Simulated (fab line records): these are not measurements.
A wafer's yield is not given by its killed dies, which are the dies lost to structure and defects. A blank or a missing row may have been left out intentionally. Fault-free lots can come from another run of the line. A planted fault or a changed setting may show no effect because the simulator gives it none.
Chamber matching | flow n5 finfet | N5_BEOL_M1_ILD_DEP_00 on pecvd-03: 3 sister chambers
The step deposits SiOC from DEMS/O2, target thk 79 nm, time 15.3 s. 3 wafers are shown with their chamber, then 9 later ones without.

== WAFERS, EACH WITH ITS CHAMBER ==
wafer  | chamber | showerhead plenum p Torr (Torr)
L094.3 | 2       | 5.687
L094.4 | 0       | 5.708
L094.5 | 1       | 5.690

== WAFERS MISSING THEIR CHAMBER ==
wafer  | showerhead plenum p Torr (Torr)
L089.3 | 5.675
L089.5 | 5.679
L089.6 | 5.708
L090.1 | 5.685
L090.3 | 5.719
L090.6 | 5.696
L096.1 | 5.699
L096.4 | 5.713
L096.5 | 5.682

== WHICH CHAMBER EACH WENT THROUGH ==
wafer  | from the rows above          | in truth
L089.3 | can't be placed: 2 or 1      | 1
L089.5 | can't be placed: 2 or 1      | 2
L089.6 | 0                            | 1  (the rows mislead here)
L090.1 | can't be placed: 2 or 1      | 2
L090.3 | 0                            | 0
L090.6 | can't be placed: 1 or 2 or 0 | 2
L096.1 | can't be placed: 1 or 0 or 2 | 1
L096.4 | 0                            | 0
L096.5 | can't be placed: 2 or 1      | 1
Correctly placed: 2 of 9. Can't be placed from these rows: 6 (the true chamber is among the candidates in 6). Number placed wrongly: 1.
How it was worked out, from the rows above alone: a wafer's distance from a chamber is the root of the sum, over the readings, of the square of ((its reading less the chamber's mean) divided by the reading's scatter). If the next closest chamber is less than 2 further off than the closest, the wafer can't be placed; otherwise it belongs to the closest. The mean given for a chamber averages the wafers shown for that chamber. The scatter (one wafer shown for each chamber): square how far every hidden wafer sits from the nearest shown wafer, average those squares and take the square root.
